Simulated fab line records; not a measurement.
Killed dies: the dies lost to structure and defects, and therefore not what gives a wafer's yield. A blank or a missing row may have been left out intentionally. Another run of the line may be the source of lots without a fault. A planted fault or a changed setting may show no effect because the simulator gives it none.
Which tool was responsible? -- flow n5 finfet -- 24 lots with 72 wafers sampled at 5 steps, on a route of 1938 steps

WHAT EACH GAUGE READ, for each wafer
N5_SDB_INSPECT_36: inspects for defects (darkfield). Usual: raw defect count 35, standard deviation 14.
lot,measured,on,raw defect count,flag
L074,day 3 23:28,defect inspect-02,68 47 25,
L075,day 4 06:46,defect inspect-02,29 28 31,
L076,day 4 12:16,defect inspect-02,56 42 43,
L077,day 4 17:10,defect inspect-02,25 44 42,
L078,day 4 21:44,defect inspect-02,17 23 26,
L079,day 5 05:57,defect inspect-02,43 46 30,
L080,day 5 12:18,defect inspect-02,38 51 44,
L081,day 5 18:17,defect inspect-02,63 24 53,
L082,day 6 01:00,defect inspect-01,27 33 20,
L083,day 6 10:19,defect inspect-01,33 32 64,
L084,day 6 11:59,defect inspect-02,26 43 30,
L085,day 6 17:05,defect inspect-02,32 42 28,
L086,day 6 21:21,defect inspect-01,22 24 37,
L087,day 7 04:09,defect inspect-01,51 46 71,
L088,day 7 12:05,defect inspect-01,22 27 21,
L089,day 7 14:31,defect inspect-01,33 15 31,
L090,day 7 20:53,defect inspect-02,47 35 38,
L092,day 8 09:54,defect inspect-01,42 55 19,
L091,day 8 11:32,defect inspect-02,13 32 46,
L093,day 8 16:07,defect inspect-01,24 29 32,
L094,day 8 21:07,defect inspect-01,37 16 48,
L095,day 9 04:52,defect inspect-01,16 13 16,
L096,day 9 11:34,defect inspect-01,34 48 42,
L097,day 9 18:14,defect inspect-01,13 31 11,

N5_HKMG_FIN_OVL_MEAS_13. Usual: NWFM_OVL typically reads 0.1 nm, with standard deviation 0.84.
lot,measured,on,NWFM_OVL (nm),flag
L074,day 4 04:27,overlay-01,0.2 0.3 0.0,
L075,day 4 11:56,overlay-02,0.3 0.6 -0.3,
L076,day 4 17:29,overlay-02,0.9 1.3 2.2,
L077,day 4 22:23,overlay-01,-0.9 -0.5 -0.6,
L078,day 5 02:36,overlay-01,1.3 1.0 0.7,
L079,day 5 11:11,overlay-01,-0.4 -1.8 -1.7,
L080,day 5 17:35,overlay-02,0.8 0.1 0.7,
L081,day 5 23:34,overlay-01,-1.2 0.4 0.6,
L082,day 6 06:26,overlay-02,-0.2 0.2 1.7,
L083,day 6 15:23,overlay-01,0.3 0.6 0.9,
L084,day 6 16:54,overlay-02,-0.3 0.6 0.6,
L085,day 6 22:05,overlay-01,1.1 0.2 1.2,
L086,day 7 02:22,overlay-01,-0.6 -0.7 -1.2,
L087,day 7 09:29,overlay-02,2.0 2.3 1.0,
L088,day 7 17:16,overlay-02,1.5 0.1 -0.6,
L089,day 7 19:29,overlay-02,-0.8 -0.9 -0.5,
L090,day 8 01:51,overlay-01,-0.7 -0.9 -1.2,
L092,day 8 15:01,overlay-01,0.2 0.3 0.3,
L091,day 8 16:58,overlay-01,-0.2 -0.3 1.1,
L093,day 8 20:59,overlay-02,0.6 0.5 1.5,
L094,day 9 02:23,overlay-01,0.0 0.2 -0.6,
L095,day 9 09:41,overlay-02,0.1 0.0 -0.1,
L096,day 9 18:17,overlay-02,-0.1 -0.4 -1.1,
L097,day 10 00:29,overlay-02,-0.8 0.5 -0.4,

EACH LOT AND THE TOOL THAT RAN IT (in order: tool; ch and the chambers of the sampled wafers; start)
lot,N5_SDB_ALD_29,N5_HKMG_FIN_STRIP_60,N5_HKMG_FIN_ALD_36
L074,"ald sin-04 ch 0,1,3, day 3 20:25","plasma asher-02 ch 0,1, day 4 02:01","ald metal-01 ch 1,2,3, day 4 03:16"
L075,"ald sin-02 ch 1,3, day 4 03:37","plasma asher-02 ch 0,1, day 4 09:34","ald metal-03 ch 0,1,2, day 4 10:52"
L076,"ald sin-03 ch 0,1,3, day 4 09:11","plasma asher-01 ch 0,1, day 4 15:01","ald metal-03 ch 1,2, day 4 16:17"
L077,"ald sin-03 ch 0,3, day 4 14:06","plasma asher-01 ch 0,1, day 4 19:56","ald metal-02 ch 1,3, day 4 21:13"
L078,"ald sin-03 ch 0,2,3, day 4 18:41","plasma asher-01 ch 0,1, day 5 00:17","ald metal-03 ch 0,1,2, day 5 01:32"
L079,"ald sin-03 ch 0,1,3, day 5 02:53","plasma asher-01 ch 0,1, day 5 08:39","ald metal-01 ch 0,1, day 5 09:59"
L080,"ald sin-02 ch 0,1,3, day 5 09:15","plasma asher-01 ch 0,1, day 5 14:54","ald metal-01 ch 0,3, day 5 16:24"
L081,"ald sin-02 ch 0,1, day 5 15:13","plasma asher-01 ch 0,1, day 5 20:58","ald metal-02 ch 0,2, day 5 22:22"
L082,"ald sin-04 ch 1,2,3, day 5 21:57","plasma asher-02 ch 0,1, day 6 03:55","ald metal-03 ch 1,2,3, day 6 05:14"
L083,"ald sin-04 ch 0,3, day 6 07:16","plasma asher-02 ch 0,1, day 6 13:05","ald metal-01 ch 0,1, day 6 14:19"
L084,"ald sin-02 ch 0,1,2, day 6 08:56","plasma asher-01 ch 0,1, day 6 14:28","ald metal-02 ch 1,2,3, day 6 15:43"
L085,"ald sin-04 ch 1,2, day 6 14:01","plasma asher-01 ch 0,1, day 6 19:46","ald metal-03 ch 0,3, day 6 20:55"
L086,"ald sin-03 ch 0,1,2, day 6 18:18","plasma asher-02 ch 0,1, day 6 23:52","ald metal-01 ch 0,1,2, day 7 01:11"
L087,"ald sin-03 ch 0,2, day 7 01:06","plasma asher-01 ch 0,1, day 7 06:51","ald metal-01 ch 1,3, day 7 08:17"
L088,"ald sin-02 ch 0,1,3, day 7 09:01","plasma asher-02 ch 0,1, day 7 14:40","ald metal-03 ch 0,1,3, day 7 16:05"
L089,"ald sin-03 ch 1,2,3, day 7 11:28","plasma asher-02 ch 0,1, day 7 17:16","ald metal-01 ch 1,2, day 7 18:24"
L090,"ald sin-04 ch 0,1,3, day 7 17:50","plasma asher-02 ch 0,1, day 7 23:32","ald metal-03 ch 2,3, day 8 00:40"
L092,"ald sin-02 ch 2,3, day 8 06:51","plasma asher-01 ch 0,1, day 8 12:34","ald metal-02 ch 0,1, day 8 13:50"
L091,"ald sin-04 ch 1,2,3, day 8 08:28","plasma asher-02 ch 0,1, day 8 14:28","ald metal-03 ch 0,1,2, day 8 15:54"
L093,"ald sin-02 ch 0,1,3, day 8 13:04","plasma asher-02 ch 0,1, day 8 18:40","ald metal-02 ch 0,1,3, day 8 19:55"
L094,"ald sin-04 ch 0,2,3, day 8 18:04","plasma asher-02 ch 0,1, day 8 23:50","ald metal-01 ch 1,3, day 9 01:11"
L095,"ald sin-03 ch 0,1, day 9 01:42","plasma asher-01 ch 0,1, day 9 07:22","ald metal-01 ch 2,3, day 9 08:37"
L096,"ald sin-03 ch 0,2, day 9 08:31","plasma asher-01 ch 0,1, day 9 15:58","ald metal-01 ch 1,3, day 9 17:13"
L097,"ald sin-03 ch 0,1,3, day 9 15:11","plasma asher-01 ch 0,1, day 9 21:55","ald metal-03 ch 1,2,3, day 9 23:17"
- N5_SDB_ALD_29: deposits SiNx, target thk 30 nm, pulse time 1 s, ald cycles 600.
- N5_HKMG_FIN_STRIP_60: strips in N2/H2, time 360 s.
- N5_HKMG_FIN_ALD_36: deposits TiN, target thk 1 nm, pulse time 1 s, purge time 3 s.

AS READ BY THE TOOLS THEMSELVES (means over the sampled wafers that have a number; for cases with no such wafer, the mark the record gives instead)
N5_SDB_ALD_29. Usual: heater power outer w 498 W, standard deviation 38; heater power w 826 W, standard deviation 67; precursor pulse height rel 1.001, standard deviation 0.018; susceptor temp C 399.97 C, standard deviation 0.21.
lot,tool,heater power outer w (W),heater power w (W),precursor pulse height rel,susceptor temp C (C),flag
L074,ald sin-04,508,851,0.998,399.95,
L075,ald sin-02,512,848,0.996,399.92,
L076,ald sin-03,472,794,0.995,400.04,
L077,ald sin-03,483,810,1.013,400.22,
L078,ald sin-03,495,850,0.999,400.01,
L079,ald sin-03,473,782,1.011,400.08,
L080,ald sin-02,492,803,0.993,399.98,
L081,ald sin-02,484,785,1.013,400.17,
L082,ald sin-04,493,846,0.990,400.04,
L083,ald sin-04,499,853,0.994,400.08,
L084,ald sin-02,488,781,0.987,399.82,
L085,ald sin-04,502,805,1.011,400.25,
L086,ald sin-03,496,828,1.006,399.81,
L087,ald sin-03,516,882,0.997,399.86,
L088,ald sin-02,488,801,0.991,400.28,
L089,ald sin-03,526,869,1.024,399.96,
L090,ald sin-04,512,862,1.010,400.16,
L092,ald sin-02,506,812,0.997,399.69,
L091,ald sin-04,502,844,1.003,400.02,
L093,ald sin-02,484,793,0.989,399.88,
L094,ald sin-04,494,844,1.015,399.94,
L095,ald sin-03,451,768,1.000,399.91,
L096,ald sin-03,525,877,1.009,400.14,
L097,ald sin-03,456,767,0.981,399.86,

N5_HKMG_FIN_STRIP_60. Usual: drypump motor current A 5.8 A, standard deviation 0.5; heater power w 458 W, standard deviation 52.
lot,tool,drypump motor current A (A),heater power w (W),flag
L074,plasma asher-02,5.3,447,
L075,plasma asher-02,5.7,497,
L076,plasma asher-01,6.0,452,
L077,plasma asher-01,6.1,440,
L078,plasma asher-01,6.1,435,
L079,plasma asher-01,6.1,436,
L080,plasma asher-01,6.0,449,
L081,plasma asher-01,6.0,453,
L082,plasma asher-02,5.3,449,
L083,plasma asher-02,5.7,486,
L084,plasma asher-01,6.0,455,
L085,plasma asher-01,6.1,438,
L086,plasma asher-02,5.3,446,
L087,plasma asher-01,5.9,452,
L088,plasma asher-02,5.7,496,
L089,plasma asher-02,5.3,456,
L090,plasma asher-02,5.3,454,
L092,plasma asher-01,6.0,452,
L091,plasma asher-02,5.3,458,
L093,plasma asher-02,5.7,495,
L094,plasma asher-02,5.3,451,
L095,plasma asher-01,6.1,443,
L096,plasma asher-01,6.0,447,
L097,plasma asher-01,6.1,432,

N5_HKMG_FIN_ALD_36. Usual: heater power outer w 520 W, standard deviation 48; heater power w 858 W, standard deviation 82; precursor pulse height rel 1.002, standard deviation 0.02; susceptor temp C 400.00 C, standard deviation 0.23.
lot,tool,heater power outer w (W),heater power w (W),precursor pulse height rel,susceptor temp C (C),flag
L074,ald metal-01,566,908,0.993,399.93,
L075,ald metal-03,488,817,1.014,399.82,
L076,ald metal-03,486,793,0.973,399.84,
L077,ald metal-02,536,875,0.989,400.02,
L078,ald metal-03,497,816,1.005,400.08,
L079,ald metal-01,582,942,1.005,400.09,
L080,ald metal-01,520,856,1.001,400.05,
L081,ald metal-02,483,834,0.981,400.18,
L082,ald metal-03,485,768,1.007,400.11,
L083,ald metal-01,548,903,0.996,399.94,
L084,ald metal-02,498,825,1.003,399.86,
L085,ald metal-03,495,820,1.022,400.10,
L086,ald metal-01,565,923,0.993,399.93,
L087,ald metal-01,584,959,1.016,400.19,
L088,ald metal-03,485,810,1.002,399.85,
L089,ald metal-01,576,904,0.989,400.02,
L090,ald metal-03,488,761,0.991,400.14,
L092,ald metal-02,470,774,0.983,400.37,
L091,ald metal-03,488,824,1.017,399.99,
L093,ald metal-02,522,871,1.011,400.19,
L094,ald metal-01,554,909,0.995,399.83,
L095,ald metal-01,531,862,1.026,400.27,
L096,ald metal-01,548,911,1.001,400.18,
L097,ald metal-03,494,769,1.011,399.90,

THE ANSWER, worked out from the rows above alone
Rule: take the mean of a lot's wafers that have a number; if it is more than 3 standard deviations from the usual mean, the lot is off. A lot without any number at a reading at which 4 lots or more have one is off too. Any other lot the step has rows for is counted as sound. The gauges are gone through in route order, then the tools' own readings, and for those a lot's mean is taken as printed above. At the first step where some lot is off, the reading lying furthest off is the one used; lots without a number count as furthest.
None of the lots is off at any reading shown; this tells nothing.

WHAT THE SIMULATOR PUT IN
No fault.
